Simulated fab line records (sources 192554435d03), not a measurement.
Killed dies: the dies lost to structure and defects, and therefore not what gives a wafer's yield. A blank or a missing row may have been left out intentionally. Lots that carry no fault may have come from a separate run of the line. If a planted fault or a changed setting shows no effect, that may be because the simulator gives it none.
Which of the tools did it? ; flow n5_finfet ; 26 wafers sampled from 9 lots at 1 step of a route of 1938

WHAT EACH GAUGE READ, for each wafer
N5_BEOL_M0_SAQP_OVL_MEAS_15.
lot;measured;on;M0_CORE_OVL (nm)
L892;day 6 06:13;overlay-01;-0.1 0.5 -0.3
L897;day 7 18:56;overlay-01;1.3 2.5 1.4
L899;day 8 04:42;overlay-02;-0.1 0.2 0.7
L903;day 9 05:06;overlay-01;1.1 0.1
L904;day 9 09:04;overlay-02;-0.2 -0.3 0.3
L907;day 10 02:23;overlay-01;0.4 1.6 0.9
L910;day 10 19:11;overlay-01;-0.6 -0.9 -1.0
L911;day 11 05:50;overlay-01;0.7 -0.8 0.1
L912;day 11 09:07;overlay-02;1.3 1.4 1.0

WHAT TOOL EACH LOT RAN ON (gives the tool, then ch and the chambers of the sampled wafers, and finally the start)
Record: no process step prior to these readings.

THE ANSWER, worked out from the rows above alone
Rule: what is usual is taken from the lots themselves. The widest of any qualifying gaps counts: lots, ordered by their means at a reading, are off when they make up no more than a third of the lots, leave a main group of 4 or more, and stand apart from it by 3 or more times the standard deviation of that group's means. Not used: any main group whose means are identical at the precision the tables above print for the reading. A lot without any number at a reading at which 4 lots or more have one is off too. Where the step has rows for the other lots, those lots are counted as sound.
No lot is off on any of the readings shown, so nothing can be concluded from this.

WHAT THE SIMULATOR HAD INSERTED
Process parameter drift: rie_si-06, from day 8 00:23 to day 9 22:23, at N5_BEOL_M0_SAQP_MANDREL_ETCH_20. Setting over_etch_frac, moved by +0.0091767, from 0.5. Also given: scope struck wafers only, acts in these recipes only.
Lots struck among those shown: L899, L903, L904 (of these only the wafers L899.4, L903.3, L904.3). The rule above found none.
